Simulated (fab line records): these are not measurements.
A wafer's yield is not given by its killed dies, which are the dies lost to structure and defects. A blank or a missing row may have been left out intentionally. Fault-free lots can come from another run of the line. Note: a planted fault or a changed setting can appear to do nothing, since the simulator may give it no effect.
fab line records	flow nand_harc
record: lots: 6	wafers: 18	last_day: 24
route steps=1159 shown A_SGD_CUT@768 A_SLIT@779 A_SIN_REMOVE@804 A_WL_FILL@809 END@1159
lots with no fault: from the same line, run without faults
start_h: start of the lot's first displayed wafer, in hours after the record's first day	wait_h: hours elapsed since this lot's preceding step	" same as the row above	L1.1+2: one row covering several wafers at once	- no value present, or no start provided	* or withheld: withheld	< > ~ a bound
route shown NAME@n: names a module that has steps shown in the file, with the first one's number in the route	usual: mean/standard deviation taken from wafers without a fault	same: alike in all rows	chamber/n: place in a boat	sites: each site's reading	_std_site: standard deviation of those values	_edge_site: mean of outer sites minus mean of inner sites	radius_mm: for every site, how far away it sits from the centre of the wafer	mask NAME#n: copy n	behind: tool/chamber where the wafer was last shaped	hold: reason for holding the lot/hours on hold/outcome of the hold	device: the n, p or np transistor that did not switch	end of line: tests of these same wafers at the route's end	step lacking rows: just its recipe	killed: not the wafer's yield, but the dies lost to structure and defects at the first sort	map: per-die view of a wafer (x killed, . not killed, _ where there is no die)
set.NAME: the setting as run; set.NAME@STEP: as run at that earlier step	model.NAME: the simulator's own value behind a step, which no gauge read
a table for each step, a row for each wafer; lots at some steps of the route
services: from which hour (start_h, from the record's first day; less than 0 if before it) a tool's chamber was out of use, for how many hours, and why
== steps ==
step: NHARC_A_SGD_CUT_PRECLEAN_18
recipe: time_s: *	temp_c: 50	bath_age_min: 0	chemistry: SC1
step: NHARC_A_SGD_CUT_SRD_19
step: NHARC_A_SGD_CUT_DEP_20
recipe: target_thk_a: 1500	temp_c: 65	material: SiO2
step: NHARC_A_SGD_CUT_ANNEAL_27
recipe: temp_c: 450	time_s: 1800
step: NHARC_A_SGD_CUT_CMP_21
recipe: target_thk_nm: 148.19
usual: motor_current_A: 12.3/1.5	time_to_endpoint_s: 51/3.3
lot.wafer	tool	chamber	start_h	wait_h	motor_current_A	time_to_endpoint_s
L440.4	cmp-03	0	329.70	0.4	11.9	48
L440.2	"	1	"	"	15.4	49
L440.3	"	2	"	"	13.3	50
L454.2	cmp-02	2	394.98	0.4	11.6	52
L454.1	"	3	"	"	12.3	53
L454.3	"	0	"	"	13.9	48
L451.2	cmp-03	0	403.81	0.4	12.3	48
L451.4	"	3	"	"	9.9	50
L451.5	"	0	"	"	12.6	50
L457.4	cmp-03	3	424.38	0.4	9.4	50
L457.3	"	1	"	"	15.6	47
L457.6	"	0	"	"	12.0	48
L461.3	cmp-04	3	441.93	0.4	14.6	57
L461.4	"	1	"	"	14.3	52
L461.5	"	3	"	"	13.4	56
L462.3	cmp-02	1	461.93	0.4	10.5	50
L462.5	"	3	"	"	12.6	56
L462.6	"	0	"	"	12.9	50
step: NHARC_A_SGD_CUT_THK_MEAS_22
recipe: thk_meas_gauge: ellipsometry
usual: thk_nm: 148.1/1.4
lot.wafer	tool	chamber	start_h	wait_h	thk_nm
L440.2	film_metro-02	-	329.96	0.2	145.5
L440.3	"	-	"	"	150.4
L440.4	"	-	"	"	148.9
L454.1	film_metro-01	-	395.23	0.2	149.0
L454.2	"	-	"	"	147.7
L454.3	"	-	"	"	148.2
L451.2	film_metro-01	-	404.07	0.2	145.1
L451.4	"	-	"	"	148.5
L451.5	"	-	"	"	148.3
L457.3	film_metro-02	-	424.64	0.2	147.8
L457.4	"	-	"	"	150.1
L457.6	"	-	"	"	147.1
L461.3	film_metro-02	-	442.18	0.2	148.8
L461.4	"	-	"	"	147.8
L461.5	"	-	"	"	150.9
L462.3	film_metro-01	-	462.14	0.2	149.0
L462.5	"	-	"	"	150.8
L462.6	"	-	"	"	151.5
step: NHARC_A_SGD_CUT_SRD_23
step: NHARC_A_SGD_CUT_ETCH_26
recipe: target_depth_a: 458	chemistry: dHF	material: SiO2
step: NHARC_A_SGD_CUT_ETCHBACK_24
recipe: target_depth_a: 500	over_etch_frac: 0.3	time_s: 92.857	ion_energy_ev: 120	ch3f_flow_sccm: 50	o2_flow_sccm: 30	ar_flow_sccm: 200	rf_w: 500	bias_w: 100	chemistry: CH3F/O2
step: NHARC_A_SGD_CUT_STRIP_28
recipe: time_s: 20	o2_flow_sccm: 500	ar_flow_sccm: 0	bias_w: 0	chemistry: O2
step: NHARC_A_SGD_CUT_INSPECT_25
usual: raw_defect_count: 319/84
lot.wafer	tool	chamber	start_h	wait_h	raw_defect_count
L440.2	defect_inspect-02	-	330.43	-	302
L440.3	"	-	"	"	266
L440.4	"	-	"	"	263
L454.1	defect_inspect-01	-	395.74	-	370
L454.2	"	-	"	"	290
L454.3	"	-	"	"	321
L451.2	defect_inspect-02	-	404.64	0.1	180
L451.4	"	-	"	"	205
L451.5	"	-	"	"	235
L457.3	defect_inspect-02	-	425.14	-	334
L457.4	"	-	"	"	291
L457.6	"	-	"	"	269
L461.3	defect_inspect-01	-	442.65	-	395
L461.4	"	-	"	"	328
L461.5	"	-	"	"	321
L462.3	defect_inspect-01	-	462.65	-	237
L462.5	"	-	"	"	358
L462.6	"	-	"	"	321
step: NHARC_A_SLIT_DEP_25
recipe: target_thk_a: 2000	temp_c: 400	pressure_torr: 6.5	rf_w: 900	teos_flow_sccm: 161.4	flow_sccm: 2650	target_thk_nm: 200	gas: O2	material: SiO2
step: NHARC_A_SLIT_DEP_00
recipe: target_thk_a: 32000	temp_c: 400	material: aC
usual: throttle_valve_pct: 35.001/0.0093
lot.wafer	tool	chamber	start_h	wait_h	throttle_valve_pct
L440.2	acl_dep-02	0	332.68	-	35.012
L440.3	"	0	"	"	35.009
L440.4	"	0	"	"	34.999
L454.1	acl_dep-01	0	396.14	-	35.002
L454.2	"	0	"	"	34.996
L454.3	"	0	"	"	35.000
L451.2	acl_dep-01	0	405.58	-	35.003
L451.4	"	0	"	"	35.013
L451.5	"	0	"	"	35.009
L457.3	acl_dep-02	0	426.19	-	34.991
L457.4	"	0	"	"	34.979
L457.6	"	0	"	"	34.994
L461.3	acl_dep-03	0	443.84	-	34.983
L461.4	"	0	"	"	34.997
L461.5	"	0	"	"	34.988
L462.3	acl_dep-01	0	463.88	-	34.998
L462.5	"	0	"	"	34.996
L462.6	"	0	"	"	35.004
step: NHARC_A_SLIT_DEP_23
recipe: target_thk_a: 1000	target_thk_nm: 100	temp_c: 400	pressure_torr: 3.5	flow_sccm: 200	rf_w: 350	material: SiON
step: NHARC_A_SLIT_DEHYDRATE_01
recipe: temp_c: 150	time_s: 120
step: NHARC_A_SLIT_HMDS_02
recipe: time_s: 30
step: NHARC_A_SLIT_COAT_03
recipe: spin_rpm: 1500	resist_thk_nm: 90
step: NHARC_A_SLIT_SOFTBAKE_04
recipe: temp_c: 105	time_s: 55
step: NHARC_A_SLIT_EBR_05
step: NHARC_A_SLIT_EXPOSE_06
recipe: na: 1.35	dose_mj: 60.82	mask_id: SLIT
step: NHARC_A_SLIT_PEB_07
recipe: peb_temp_c: 100	peb_time_s: 65
step: NHARC_A_SLIT_DEVELOP_08
recipe: develop_time_s: 35	dev_temp_c: 23
step: NHARC_A_SLIT_CD_MEAS_09
recipe: target_cd_nm: 300	landing_energy_ev: 500
usual: cd_nm: 300.2/0.49
lot.wafer	tool	chamber	start_h	wait_h	cd_nm
L440.2	cd_sem-02	0	335.12	-	301.4
L440.3	"	0	"	"	300.3
L440.4	"	0	"	"	300.5
L454.1	cd_sem-02	0	398.79	-	300.6
L454.2	"	0	"	"	300.0
L454.3	"	0	"	"	300.2
L451.2	cd_sem-01	0	407.93	-	300.0
L451.4	"	0	"	"	300.2
L451.5	"	0	"	"	300.1
L457.3	cd_sem-02	0	428.42	-	299.8
L457.4	"	0	"	"	300.1
L457.6	"	0	"	"	300.4
L461.3	cd_sem-01	0	445.72	-	300.3
L461.4	"	0	"	"	300.3
L461.5	"	0	"	"	300.4
L462.3	cd_sem-02	0	465.75	-	300.7
L462.5	"	0	"	"	299.7
L462.6	"	0	"	"	300.2
step: NHARC_A_SLIT_OVL_MEAS_10
usual: overlay_x_nm: 0.2/0.88	overlay_y_nm: -0.2/0.94
lot.wafer	tool	chamber	start_h	wait_h	overlay_x_nm	overlay_y_nm
L440.2	overlay-01	-	335.20	-	1.5	-0.2
L440.3	"	-	"	"	1.6	0.2
L440.4	"	-	"	"	1.4	0.3
L454.1	overlay-01	-	398.88	-	-0.5	-1.0
L454.2	"	-	"	"	0.0	-1.1
L454.3	"	-	"	"	-0.3	-1.3
L451.2	overlay-01	-	408.02	-	0.3	-1.1
L451.4	"	-	"	"	0.8	-1.8
L451.5	"	-	"	"	0.4	-0.9
L457.3	overlay-01	-	428.51	-	0.0	-1.2
L457.4	"	-	"	"	-0.4	-0.8
L457.6	"	-	"	"	0.3	-1.7
L461.3	overlay-01	-	445.81	-	-0.5	-0.8
L461.4	"	-	"	"	-0.6	-1.1
L461.5	"	-	"	"	-0.2	-1.2
L462.3	overlay-02	-	465.83	-	0.5	-0.5
L462.5	"	-	"	"	0.6	-1.5
L462.6	"	-	"	"	0.4	-0.4
step: NHARC_A_SLIT_INSPECT_11
usual: raw_defect_count: 21/10
lot.wafer	tool	chamber	start_h	wait_h	raw_defect_count
L440.2	defect_inspect-01	-	335.24	0.0	21
L440.3	"	-	"	"	32
L440.4	"	-	"	"	19
L454.1	defect_inspect-01	-	398.92	0.0	294
L454.2	"	-	"	"	299
L454.3	"	-	"	"	311
L451.2	defect_inspect-02	-	408.06	0.0	296
L451.4	"	-	"	"	329
L451.5	"	-	"	"	328
L457.3	defect_inspect-01	-	428.54	0.0	38
L457.4	"	-	"	"	32
L457.6	"	-	"	"	28
L461.3	defect_inspect-02	-	445.85	0.0	19
L461.4	"	-	"	"	12
L461.5	"	-	"	"	15
L462.3	defect_inspect-02	-	465.87	0.0	11
L462.5	"	-	"	"	15
L462.6	"	-	"	"	20
step: NHARC_A_SLIT_DESCUM_14
recipe: time_s: 3	o2_flow_sccm: 200	ar_flow_sccm: 0	bias_power_w: 0	chemistry: O2
usual: drypump_motor_current_A: 5.7/0.53	oes_product_au: 1.002/0.011	rf_vpp_V: 57.7/0.96	showerhead_plenum_p_Torr: 1.92/0.073	throttle_valve_pct: 11.312/0.0084
lot.wafer	tool	chamber	start_h	wait_h	drypump_motor_current_A	oes_product_au	rf_hours_counter_h	rf_vpp_V	showerhead_plenum_p_Torr	throttle_valve_pct
L440.3	rie_diel-01	2	335.30	0.1	5.3	0.997	1	56.9	1.99	11.323
L440.4	"	0	"	"	5.1	1.003	1	58.7	1.86	11.322
L440.2	"	1	"	"	6.5	1.001	1	58.4	1.96	11.320
L454.1	rie_diel-11	1	398.98	0.1	5.8	1.013	2	57.4	1.85	11.305
L454.2	"	3	"	"	5.3	1.010	2	57.1	2.02	11.317
L454.3	"	0	"	"	5.6	0.996	2	58.9	2.04	11.311
L451.4	rie_diel-01	3	408.14	0.1	5.2	0.995	7	56.9	1.88	11.317
L451.2	"	0	"	"	5.1	1.007	7	57.8	1.86	11.312
L451.5	"	2	"	"	5.3	0.998	-	59.0	1.99	11.319
L457.3	rie_diel-01	2	428.62	0.1	5.3	1.006	8	57.5	1.99	11.307
L457.4	"	3	"	"	5.2	0.995	8	57.4	1.88	11.309
L457.6	"	0	"	"	5.2	1.015	-	56.5	1.86	11.304
L461.4	rie_diel-11	2	445.90	0.1	4.7	0.989	5	56.8	1.83	11.290
L461.3	"	3	"	"	5.3	1.013	5	58.8	2.02	11.301
L461.5	"	3	"	"	5.3	1.008	-	58.4	2.01	11.316
L462.3	rie_diel-01	2	465.95	0.1	5.3	1.012	10	57.7	1.99	11.316
L462.5	"	0	"	"	5.1	1.016	-	56.6	1.86	11.313
L462.6	"	1	"	"	6.5	1.006	-	58.1	1.96	11.318
step: NHARC_A_SLIT_ETCH_24
recipe: target_depth_a: 1210	time_s: 60.5	cf4_flow_sccm: 100	chf3_flow_sccm: 30	ar_flow_sccm: 0	rf_w: 500	bias_w: 200	chemistry: CF4/CHF3
step: NHARC_A_SLIT_ETCH_15
recipe: target_depth_a: 32000	over_etch_frac: 0.3	time_s: 832	ion_energy_ev: 150	o2_flow_sccm: 400	cos_flow_sccm: 20	ar_flow_sccm: 0	rf_w: 500	bias_w: 300	chemistry: O2/COS
usual: drypump_motor_current_A: 5.7/0.53	oes_product_au: 1.002/0.011	rf_vpp_V: 314.4/1.8	showerhead_plenum_p_Torr: 3.14/0.11	throttle_valve_pct: 28.329/0.0098
lot.wafer	tool	chamber	start_h	wait_h	drypump_motor_current_A	oes_product_au	rf_hours_counter_h	rf_vpp_V	showerhead_plenum_p_Torr	throttle_valve_pct
L440.2	rie_diel-01	3	-	-	5.2	0.995	1	313.8	3.07	28.340
L440.4	"	0	"	"	5.1	1.014	1	314.0	3.04	28.340
L440.3	"	2	"	"	5.3	1.000	1	316.5	3.24	28.318
L454.3	rie_diel-11	0	-	-	5.6	0.991	2	317.5	3.31	28.305
L454.2	"	1	"	"	5.8	1.007	3	312.1	3.03	28.322
L454.1	"	2	"	"	4.7	0.990	2	312.9	2.99	28.331
L451.2	rie_diel-01	2	-	-	5.3	0.980	7	316.0	3.23	28.306
L451.4	"	1	"	"	6.5	0.998	7	314.2	3.19	28.332
L451.5	"	2	"	"	5.3	0.995	-	315.4	3.23	28.324
L457.4	rie_diel-01	1	-	-	6.5	1.005	8	315.1	3.19	28.315
L457.3	"	0	"	"	5.2	1.012	8	313.5	3.04	28.329
L457.6	"	2	"	"	5.3	0.998	-	317.2	3.23	28.331
L461.3	rie_diel-11	1	-	-	5.8	1.015	6	312.1	3.03	28.329
L461.4	"	2	"	"	4.7	0.982	5	311.5	2.99	28.329
L461.5	"	0	"	"	5.6	0.997	-	316.1	3.31	28.329
L462.3	rie_diel-01	1	-	-	6.5	1.008	10	315.2	3.19	28.323
L462.6	"	0	"	"	5.1	1.005	-	314.1	3.04	28.344
L462.5	"	1	"	"	6.5	1.006	-	314.8	3.19	28.335
step: NHARC_A_SLIT_ETCH_17
recipe: bias_v: 900	source_w: withheld	pressure_mtorr: 20	ar_flow_sccm: 375	c4f8_flow_sccm: 83.3	o2_flow_sccm: 41.7	time_s: 1687.5	target_depth_a: 1.01e+05	chemistry: C4F8/O2/Ar
usual: drypump_motor_current_A: 5.4/0.43	he_backside_leak_sccm: 5.5/0.48	showerhead_plenum_p_Torr: 3.61/0.095	throttle_valve_pct: 32.045/0.0089
lot.wafer	tool	chamber	start_h	wait_h	drypump_motor_current_A	he_backside_leak_sccm	rf_hours_counter_h	showerhead_plenum_p_Torr	throttle_valve_pct
L440.2	har_etch-01	0	337.90	-	5.7	5.1	7	3.58	32.052
L440.4	"	1	"	"	4.7	4.8	-	3.64	32.052
L440.3	"	0	"	"	5.7	5.3	-	3.58	32.048
L454.1	har_etch-01	1	399.76	-	4.7	5.1	37	3.62	32.037
L454.2	"	0	"	"	5.7	5.5	37	3.56	32.051
L454.3	"	0	"	"	5.7	5.6	-	3.56	32.033
L451.2	har_etch-01	1	408.89	-	4.8	5.1	40	3.62	32.053
L451.4	"	0	"	"	5.7	5.5	-	3.56	32.038
L451.5	"	0	"	"	5.7	5.8	-	3.56	32.046
L457.3	har_etch-02	0	429.92	-	5.9	5.9	-	3.74	32.050
L457.4	"	1	"	"	5.3	5.6	-	3.49	32.048
L457.6	"	0	"	"	5.9	5.7	-	3.74	32.047
L461.3	har_etch-02	0	447.16	-	5.8	5.9	-	3.73	32.059
L461.4	"	1	"	"	5.3	5.4	-	3.48	32.047
L461.5	"	0	"	"	5.9	5.8	-	3.73	32.030
L462.3	har_etch-02	1	467.45	-	5.4	5.9	-	3.48	32.039
L462.6	"	0	"	"	5.9	5.8	-	3.73	32.044
L462.5	"	1	"	"	5.3	5.8	-	3.48	32.056
step: NHARC_A_SLIT_ETCH_26
recipe: bias_v: 400	source_w: 2000	pressure_mtorr: 25	time_s: 90	ar_flow_sccm: 375	c4f8_flow_sccm: 41.7	o2_flow_sccm: 83.3	target_depth_a: 4000	chemistry: C4F8/O2/Ar
step: NHARC_A_SLIT_STRIP_28
recipe: o2_flow_sccm: 400	cos_flow_sccm: 20	ar_flow_sccm: 0	bias_w: 0	chemistry: O2/COS
step: NHARC_A_SLIT_ETCH_29
recipe: target_depth_a: 1000	overetch_a: 100	time_s: 55	ion_energy_ev: 100	cf4_flow_sccm: 80	o2_flow_sccm: 20	ar_flow_sccm: 0	rf_w: 300	bias_w: 100	chemistry: CF4/O2
step: NHARC_A_SLIT_STRIP_18
recipe: o2_flow_sccm: 500	ar_flow_sccm: 0	bias_w: 0	chemistry: O2
usual: drypump_motor_current_A: 5.6/0.52	oes_product_au: 1.004/0.012	rf_vpp_V: 57.8/0.87	showerhead_plenum_p_Torr: 3.55/0.13	throttle_valve_pct: 17.036/0.009
lot.wafer	tool	chamber	start_h	wait_h	drypump_motor_current_A	oes_product_au	rf_hours_counter_h	rf_vpp_V	showerhead_plenum_p_Torr	throttle_valve_pct
L440.4	rie_diel-12	2	-	-	5.8	1.003	6	57.1	3.36	17.044
L440.3	"	3	"	"	6.1	0.998	6	59.0	3.65	17.031
L440.2	"	0	"	"	5.9	1.018	7	57.5	3.62	17.041
L454.2	rie_diel-12	1	-	-	6.5	0.988	1	56.4	3.52	17.041
L454.3	"	2	"	"	5.8	0.995	0	57.6	3.36	17.030
L454.1	"	0	"	"	5.8	1.012	1	59.2	3.62	17.039
L451.2	rie_diel-12	0	-	-	5.9	1.005	1	57.7	3.62	17.030
L451.4	"	2	"	"	5.8	1.004	1	57.5	3.36	17.037
L451.5	"	3	"	"	6.1	1.003	-	57.6	3.64	17.024
L457.4	rie_diel-11	2	-	-	4.7	0.999	5	57.8	3.38	17.037
L457.3	"	3	"	"	5.3	1.008	5	58.4	3.70	17.037
L457.6	"	2	"	"	4.7	0.980	-	58.0	3.38	17.026
L461.4	rie_diel-01	2	-	-	5.3	1.007	10	57.9	3.65	17.028
L461.3	"	0	"	"	5.1	1.008	9	57.7	3.43	17.036
L461.5	"	3	"	"	5.2	0.994	-	59.0	3.46	17.034
L462.3	rie_diel-11	3	-	-	5.3	1.019	7	56.8	3.70	17.042
L462.6	"	2	"	"	4.7	0.986	-	55.9	3.38	17.037
L462.5	"	3	"	"	5.3	1.009	-	57.9	3.70	17.050
step: NHARC_A_SLIT_PRECLEAN_19
recipe: time_s: *	temp_c: 50	bath_age_min: 0	chemistry: SC1
step: NHARC_A_SLIT_SRD_20
step: NHARC_A_SLIT_CD_MEAS_21
usual: cd_nm: 289.6/0.82
lot.wafer	tool	chamber	start_h	wait_h	cd_nm
L440.2	cd_sem-01	-	340.27	-	288.7
L440.3	"	-	"	"	287.2
L440.4	"	-	"	"	287.7
L454.1	cd_sem-03	-	402.37	-	289.8
L454.2	"	-	"	"	290.0
L454.3	"	-	"	"	289.4
L451.2	cd_sem-02	-	411.53	-	290.0
L451.4	"	-	"	"	289.2
L451.5	"	-	"	"	289.1
L457.3	cd_sem-02	-	432.10	-	290.3
L457.4	"	-	"	"	290.2
L457.6	"	-	"	"	291.2
L461.3	cd_sem-01	-	449.30	-	289.9
L461.4	"	-	"	"	288.4
L461.5	"	-	"	"	288.6
L462.3	cd_sem-02	-	469.46	-	289.3
L462.5	"	-	"	"	289.3
L462.6	"	-	"	"	289.6
step: NHARC_A_SIN_REMOVE_WET_00
recipe: temp_c: 160	time_s: 15300	chemistry: H3PO4
step: NHARC_A_SIN_REMOVE_PRECLEAN_01
recipe: time_s: *	temp_c: 50	bath_age_min: 0	chemistry: SC1
step: NHARC_A_SIN_REMOVE_SRD_02
step: NHARC_A_SIN_REMOVE_INSPECT_04
usual: raw_defect_count: 307/80
lot.wafer	tool	chamber	start_h	wait_h	raw_defect_count
L440.2	defect_inspect-01	-	347.97	0.0	198
L440.3	"	-	"	"	223
L440.4	"	-	"	"	265
L454.1	defect_inspect-01	-	410.03	0.0	610
L454.2	"	-	"	"	564
L454.3	"	-	"	"	587
L451.2	defect_inspect-02	-	419.03	0.0	434
L451.4	"	-	"	"	505
L451.5	"	-	"	"	523
L457.3	defect_inspect-01	-	439.74	0.1	403
L457.4	"	-	"	"	306
L457.6	"	-	"	"	321
L461.3	defect_inspect-01	-	456.92	0.0	432
L461.4	"	-	"	"	360
L461.5	"	-	"	"	380
L462.3	defect_inspect-01	-	476.91	0.0	276
L462.5	"	-	"	"	440
L462.6	"	-	"	"	364
step: NHARC_A_WL_FILL_ALD_00
recipe: target_thk_a: 30	pulse_time_s: 3	ald_cycles: 30	temp_c: 300	material: Al2O3
step: NHARC_END_SORT_01
recipe: temp_c: 25
usual: killed_at_array: 28/10	killed_at_other: 0.5/0.82	killed_at_periphery: 3.4/2.2	killed_dies: 31/10	killed_open: 3.4/1.9	killed_short: 1.9/1.3
same: gross_dies: 677
lot.wafer	tool	chamber	start_h	wait_h	killed_at_array	killed_at_other	killed_at_periphery	killed_dies	killed_open	killed_short
L440.2	prober-02	0	474.79	2.8	17	0	1	18	2	1
L440.3	prober-02	0	475.60	3.1	26	0	4	30	3	2
L440.4	prober-02	0	476.40	3.4	20	0	6	26	7	1
L454.1	prober-01	0	523.21	2.5	83	0	2	85	1	2
L454.2	prober-01	0	524.00	2.8	88	0	7	95	5	3
L454.3	prober-01	0	524.80	3.1	85	0	2	87	1	2
L451.2	prober-02	0	556.02	2.8	106	0	2	108	5	2
L451.4	prober-02	0	557.59	3.4	103	0	5	108	7	2
L451.5	prober-02	0	558.37	3.6	91	0	4	95	3	0
L461.3	prober-02	0	564.54	3.1	40	1	2	43	6	3
L461.4	prober-02	0	565.34	3.4	24	0	9	33	6	1
L461.5	prober-02	0	566.14	3.7	28	1	3	32	4	2
L462.3	prober-01	0	578.58	3.1	23	0	0	23	3	2
L462.5	prober-01	0	580.19	3.7	30	0	3	33	2	3
L462.6	prober-01	0	580.99	4.0	50	0	5	55	4	3
killed by level:class
L440.2 A_CHANNEL_HOLE_D1:chamber_film_flake=11 A_WL_FILL:chamber_film_flake=2 A_CHANNEL_FILL_D1:geometric_particle:open=1 A_CONTACT:geometric_particle:short=1 A_CONTACT:geometric_particle:open=1 P_GATE:chamber_film_flake=1 A_CHANNEL_FILL_D1:chamber_film_flake=1
L440.3 A_CHANNEL_HOLE_D1:chamber_film_flake=17 A_STAIRCASE:chamber_film_flake=2 P_CONTACT:geometric_particle:short=1 P_M1:geometric_particle:open=1 A_ONON_D1:geometric_particle:open=1 A_CHANNEL_FILL_D1:geometric_particle:short=1 A_CONTACT:geometric_particle:open=1 P_GATE:chamber_film_flake=1
L440.4 A_CHANNEL_HOLE_D1:chamber_film_flake=11 A_CONTACT:chamber_film_flake=3 P_STI:geometric_particle:open=2 P_CONTACT:geometric_particle:open=2 A_CONTACT:geometric_particle:open=2 A_CHANNEL_HOLE_D1:geometric_particle:short=1 A_STAIRCASE:geometric_particle:open=1 P_ZERO_WELL:chamber_film_flake=1
L454.1 A_SLIT:unspecified=72 A_CHANNEL_HOLE_D1:chamber_film_flake=3 A_M0:geometric_particle:short=2 P_STI:chamber_film_flake=2 A_STAIRCASE:chamber_film_flake=2 A_CONTACT:chamber_film_flake=2 A_CONTACT:geometric_particle:open=1 A_WL_FILL:chamber_film_flake=1
L454.2 A_SLIT:unspecified=70 A_CHANNEL_HOLE_D1:chamber_film_flake=6 A_CONTACT:chamber_film_flake=3 P_STI:geometric_particle:open=2 A_WL_FILL:chamber_film_flake=2 A_STAIRCASE:chamber_film_flake=2 P_GATE:geometric_particle:open=1 P_CONTACT:geometric_particle:open=1
L454.3 A_SLIT:unspecified=70 A_STAIRCASE:chamber_film_flake=4 A_CHANNEL_HOLE_D1:chamber_film_flake=3 A_ONON_D1:geometric_particle:short=2 A_BLC:chamber_film_flake=2 P_M0:geometric_particle:open=1 P_GATE:chamber_film_flake=1 A_CHANNEL_FILL_D1:chamber_film_flake=1
L451.2 A_SLIT:unspecified=70 A_CHANNEL_HOLE_D1:chamber_film_flake=20 A_STAIRCASE:chamber_film_flake=5 A_BLC:chamber_film_flake=3 A_M0:geometric_particle:open=2 A_CONTACT:chamber_film_flake=2 P_M2:geometric_particle:open=1 A_CHANNEL_FILL_D1:geometric_particle:open=1
L451.4 A_SLIT:unspecified=78 A_CHANNEL_HOLE_D1:chamber_film_flake=13 P_M0:geometric_particle:open=2 A_CONTACT:geometric_particle:open=2 A_STAIRCASE:chamber_film_flake=2 A_CONTACT:chamber_film_flake=2 A_BLC:chamber_film_flake=2 P_CONTACT:geometric_particle:open=1
L451.5 A_SLIT:unspecified=68 A_CHANNEL_HOLE_D1:chamber_film_flake=18 P_M0:geometric_particle:open=2 A_CONTACT:chamber_film_flake=2 P_GATE:geometric_particle:open=1 P_STI:chamber_film_flake=1 A_ZERO_WELL:chamber_film_flake=1 A_STAIRCASE:chamber_film_flake=1
L461.3 A_SLIT:chamber_film_flake=24 A_CHANNEL_HOLE_D1:chamber_film_flake=3 A_ONON_D1:geometric_particle:open=2 A_WL_FILL:geometric_particle:short=2 A_M0:geometric_particle:open=2 A_STAIRCASE:chamber_film_flake=2 A_SOURCE_PLATE:geometric_particle:short=1 A_SOURCE_PLATE:geometric_particle:open=1
L461.4 A_SLIT:chamber_film_flake=10 A_CHANNEL_HOLE_D1:chamber_film_flake=8 P_GATE:chamber_film_flake=4 P_M0:geometric_particle:open=2 P_ZERO_WELL:chamber_film_flake=2 A_WL_FILL:chamber_film_flake=2 P_CONTACT:geometric_particle:open=1 A_CHANNEL_HOLE_D1:geometric_particle:open=1
L461.5 A_SLIT:chamber_film_flake=15 A_CHANNEL_HOLE_D1:chamber_film_flake=6 A_CONTACT:geometric_particle:open=4 A_WL_FILL:geometric_particle:short=2 P_ZERO_WELL:chamber_film_flake=2 P_GATE:chamber_film_flake=1 A_STAIRCASE:chamber_film_flake=1 THIN_TSV:chamber_film_flake=1
L462.3 A_SLIT:chamber_film_flake=8 A_CHANNEL_HOLE_D1:chamber_film_flake=6 A_CONTACT:geometric_particle:open=2 A_CONTACT:chamber_film_flake=2 A_SGD_CUT:geometric_particle:short=1 A_M0:geometric_particle:short=1 A_M0:geometric_particle:open=1 A_STAIRCASE:chamber_film_flake=1
L462.5 A_SLIT:chamber_film_flake=11 A_CHANNEL_HOLE_D1:chamber_film_flake=10 A_CONTACT:chamber_film_flake=5 P_GATE:geometric_particle:open=1 P_M0:geometric_particle:short=1 A_SOURCE_PLATE:geometric_particle:short=1 A_CHANNEL_FILL_D1:geometric_particle:open=1 A_BLC:geometric_particle:short=1
L462.6 A_SLIT:chamber_film_flake=20 A_CONTACT:chamber_film_flake=12 A_CHANNEL_HOLE_D1:chamber_film_flake=8 P_GATE:chamber_film_flake=3 A_WL_FILL:chamber_film_flake=3 A_STAIRCASE:chamber_film_flake=2 P_GATE:geometric_particle:open=1 P_M1:geometric_particle:open=1
map L451.2 (x killed, . not)
____________.____________
_________......._________
_______..........._______
______.............______
_____..............._____
____.................____
____.................____
___...................___
___...................___
__.....................__
__.....................__
_....................x.._
_...x..xx..............x_
_......................._
_...............x......._
_......................._
..............x..........
.......x....xxxxxxx......
.............xxxxxxx...x.
.......x....xxxxxxxx.....
.....x.x...xxxxxxxxx.....
_..........x.xxxxxx...x._
_..........xxxxxxx......_
_x..........xxxxxx......_
_x..........xxxxxx......_
_....x.x....x.xxx.x....._
__x.xxxxxx..xx.x.......__
__...x.xx.x...x.x......__
___x..xx..x...........___
___....xx...x..x......___
____....x............____
____x....x...........____
_____..............._____
______.............______
_______....x......_______
_________..x...._________
____________.____________
map L454.2 (x killed, . not)
____________.____________
_________......x_________
_______..........._______
______.............______
_____..............._____
____..............x..____
____.................____
___.x...........x.....___
___...................___
__..x................x.__
__...................x.__
_......................._
_.x....................._
_..................x...._
_..............x........_
_.........x.x....x......_
...............x.........
...........x.xxxxx.......
..x........x.xxxx........
............xxxxxxx......
...........xxxxxxx.x.....
_......x...xxxxxxxx..x.._
_...........xxxxxxxx...._
_...........xxxxxxx....._
_...........xxxxxxx....._
_..x........x.xxxx......_
__..........xxxxxxxx...__
__...........xx...x....__
___..................x___
___............x......___
____.................____
____.................____
_____..............._____
______x............______
_______....x.x...._______
_________......._________
____________.____________
== services ==
tool	chamber	start_h	hours	kind
har_etch-01	-	307.91	17.0	pm
cmp-04	-	311.04	2.1	repair
rie_diel-01	-	314.92	9.0	pm
rie_diel-11	3	324.09	12.4	repair
cmp-02	-	330.73	4.0	pm
acl_dep-02	-	351.60	13.0	pm
cmp-02	-	351.73	0.2	repair
cmp-02	-	352.30	0.3	repair
cmp-03	-	352.43	4.0	pm
cmp-03	-	360.17	0.8	repair
rie_diel-12	3	365.40	15.0	repair
rie_diel-11	-	366.50	9.0	pm
rie_diel-12	-	379.46	9.0	pm
cmp-02	-	388.76	2.1	repair
cmp-04	-	401.67	4.0	pm
cmp-02	-	408.17	0.8	repair
cmp-03	-	411.27	0.8	repair
rie_diel-12	-	420.74	14.0	repair
cmp-03	-	425.55	1.3	repair
cmp-02	-	428.73	4.0	pm
rie_diel-12	1	447.74	5.4	repair
cmp-03	-	450.43	4.0	pm
cmp-03	-	455.43	0.4	repair
acl_dep-01	-	467.59	6.0	repair
== key ==
first_sign: step: NHARC_A_SLIT_INSPECT_11	reading: raw_defect_count	direction: up	sigmas: 29	usual: 21	struck: 310
effect: step: NHARC_A_SIN_REMOVE_INSPECT_04	reading: raw_defect_count	direction: up	sigmas: 2.9	usual: 307	struck: 537
effect: step: NHARC_END_SORT_01	reading: killed_at_array	direction: up	sigmas: 6.3	usual: 28	struck: 93
more_kills_born_at: NHARC_A_SLIT_DEP_00@acl_dep-01: 428
met_at NHARC_A_SLIT_DEP_00
struck_wafers L451.2,L451.4,L451.5,L454.1,L454.2,L454.3
tester_left_out L451,L454
fault: kind: chamber_particle_source	tool: acl_dep-01	chamber: -	onset_h: 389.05	steps: NHARC_A_SLIT_DEP_00	rate_per_visit_cm2: 0.43971	end_h: 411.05
tester_left_out: of these lots the tester's yield and bins aren't shown, on N5 and GAA mostly nor the transistor test; their killed dies are dies lost to structure and defects alone, not to doping, threshold or leakage, so they don't give the yield
